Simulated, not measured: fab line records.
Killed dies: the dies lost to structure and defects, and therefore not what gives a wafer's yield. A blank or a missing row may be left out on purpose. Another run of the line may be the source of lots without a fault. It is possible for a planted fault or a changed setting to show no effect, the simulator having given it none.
Matching of chambers | flow n5Finfet | cvdCo-02 running N5_BEOL_M4_CO_CAP_55: 3 sister chambers
The step material Co, precursor CCTBA/H2, target thk 2 nm, time 102.1 s. 14 wafers are shown with their chamber, then 7 later ones without.

== WAFERS PAIRED WITH THEIR CHAMBERS ==
wafer  | chamber | heaterPowerW (W) | chamberPressureTorr (Torr) | susceptorTempC (C)
L360.1 | 0       | 289              | 30.11                      | 200.24
L360.3 | 1       | 198              | 30.08                      | 200.16
L360.4 | 0       | 281              | 30.10                      | 200.12
L361.1 | 0       | 295              | 30.11                      | 200.16
L361.4 | 1       | 197              | 29.99                      | 200.03
L361.6 | 1       | 197              | 29.99                      | 200.08
L366.1 | 2       | 233              | 30.00                      | 200.09
L366.2 | 1       | 189              | 30.07                      | 200.33
L366.6 | 1       | 199              | 30.05                      | 200.30
L372.1 | 1       | 195              | 30.05                      | 200.07
L372.2 | 0       | 301              | 30.03                      | 199.90
L372.5 | 0       | 301              | 30.01                      | 199.79
L373.1 | 0       | 290              | 29.96                      | 199.97
L373.5 | 0       | 289              | 30.04                      | 200.21

SIGNATURES (means of the wafers above)
reading             | chamber 0 | chamber 1 | chamber 2 | scatter within a chamber
heaterPowerW        | 292.29    | 195.83    | 233.00    | 5.86
chamberPressureTorr | 30.0514   | 30.0383   | 30.0000   | 0.0501
susceptorTempC      | 200.0557  | 200.1617  | 200.0900  | 0.152
Rule: for each reading, subtract the chamber's mean from the wafer's reading, divide by that reading's scatter and square the result; add these up over the readings and take the root, which gives the wafer's distance from the chamber. If the next closest chamber is less than 2 further off than the closest, the wafer can't be placed; otherwise it belongs to the closest. How the scatter is found: for the shown wafers, subtract from each reading the mean of its chamber, square and add these, divide the total by (wafers less chambers), then take the root.

== WAFERS WITHOUT THEIR CHAMBER ==
wafer  | heaterPowerW (W) | chamberPressureTorr (Torr) | susceptorTempC (C)
L373.6 | 194              | 30.10                      | 200.13
L380.1 | 193              | 30.13                      | 200.13
L380.2 | 240              | 29.95                      | 200.24
L380.3 | 299              | 30.01                      | 200.02
L381.1 | 236              | 29.96                      | 200.12
L381.4 | 241              | 29.98                      | 200.12
L381.5 | 296              | 30.05                      | 199.83

== CHAMBER TAKEN BY EACH ==
wafer  | from the rows above | in truth
L373.6 | 1                   | 1
L380.1 | 1                   | 1
L380.2 | 2                   | 2
L380.3 | 0                   | 0
L381.1 | 2                   | 2
L381.4 | 2                   | 2
L381.5 | 0                   | 0
Correct placement for 7 of the 7. From these rows, 0 cannot be placed. Wrongly placed: 0.
